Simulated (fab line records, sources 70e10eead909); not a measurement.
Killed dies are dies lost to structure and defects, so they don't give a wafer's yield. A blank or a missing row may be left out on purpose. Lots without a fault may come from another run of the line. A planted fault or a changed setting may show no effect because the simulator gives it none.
Chamber matching | flow nand_harc | NHARC_P_CONTACT_CMP_24 on cmp-04: 4 sister chambers
The step polishes, t overpolish 30 s, target thk 200 nm. 16 wafers are shown with their chamber, then 8 later ones without.

WAFERS WITH THEIR CHAMBER
wafer  | chamber | motor_current_A (A) | time_to_endpoint_s (s) | overpolish_run_s (s)
L075.2 | 3       | 13.3                | 43.1                   | 30.002
L075.3 | 2       | 13.0                | 41.7                   | 29.984
L075.6 | 2       | 13.5                | 44.3                   | 29.992
L076.2 | 2       | 12.1                | 38.8                   | 29.990
L076.3 | 0       | 10.4                | 41.0                   | 29.992
L076.4 | 1       | 13.4                | 43.4                   | 30.014
L076.1 | 3       | 12.9                | 38.1                   | 29.991
L076.5 | 0       | 10.4                | 41.2                   | 30.002
L076.6 | 1       | 13.7                | 42.7                   | 29.997
L079.1 | 1       | 13.2                | 42.7                   | 29.991
L079.5 | 0       | 11.0                | 36.4                   | 30.005
L079.6 | 3       | 13.8                | 37.2                   | 29.999
L080.1 | 3       | 13.2                | 38.6                   | 30.005
L080.4 | 2       | 12.4                | 40.8                   | 29.998
L080.5 | 0       | 10.2                | 36.5                   | 29.995
L085.2 | 3       | 12.8                | 38.5                   | 30.018

SIGNATURES (means of the wafers above)
reading            | chamber 0 | chamber 1 | chamber 2 | chamber 3 | scatter within a chamber
motor_current_A    | 10.500    | 13.433    | 12.750    | 13.200    | 0.436
time_to_endpoint_s | 38.775    | 42.933    | 41.400    | 39.100    | 2.21
overpolish_run_s   | 29.99850  | 30.00067  | 29.99100  | 30.00300  | 0.00858
Rule: a wafer's distance from a chamber is the root of the sum, over the readings, of the square of ((its reading less the chamber's mean) divided by the reading's scatter). The wafer belongs to the nearest chamber; if the next one is less than 2 further off, it can't be placed. The scatter: the root of (the sum of the squares of (reading less its chamber's mean) over the shown wafers, divided by (wafers less chambers)).

WAFERS WITHOUT THEIR CHAMBER
wafer  | motor_current_A (A) | time_to_endpoint_s (s) | overpolish_run_s (s)
L085.4 | 10.9                | 40.9                   | 29.997
L085.5 | 12.5                | 40.7                   | 29.995
L087.1 | 13.8                | 38.0                   | 29.995
L087.2 | 12.8                | 38.8                   | 30.000
L087.3 | 12.6                | 38.8                   | 30.017
L091.1 | 10.9                | 44.0                   | 30.001
L091.2 | 12.8                | 39.0                   | 29.994
L091.6 | 13.1                | 39.9                   | 30.004

WHICH CHAMBER EACH WENT THROUGH
wafer  | from the rows above          | in truth
L085.4 | 0                            | 0
L085.5 | can't be placed: 2 or 3 or 1 | 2
L087.1 | can't be placed: 3 or 1 or 2 | 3
L087.2 | can't be placed: 3 or 2 or 1 | 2
L087.3 | can't be placed: 3 or 2 or 1 | 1
L091.1 | 0                            | 0
L091.2 | can't be placed: 2 or 3 or 1 | 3
L091.6 | can't be placed: 3 or 1 or 2 | 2
Placed correctly: 2 of 8. Can't be placed from these rows: 6 (the true chamber is among the candidates in 6). Placed wrongly: 0.
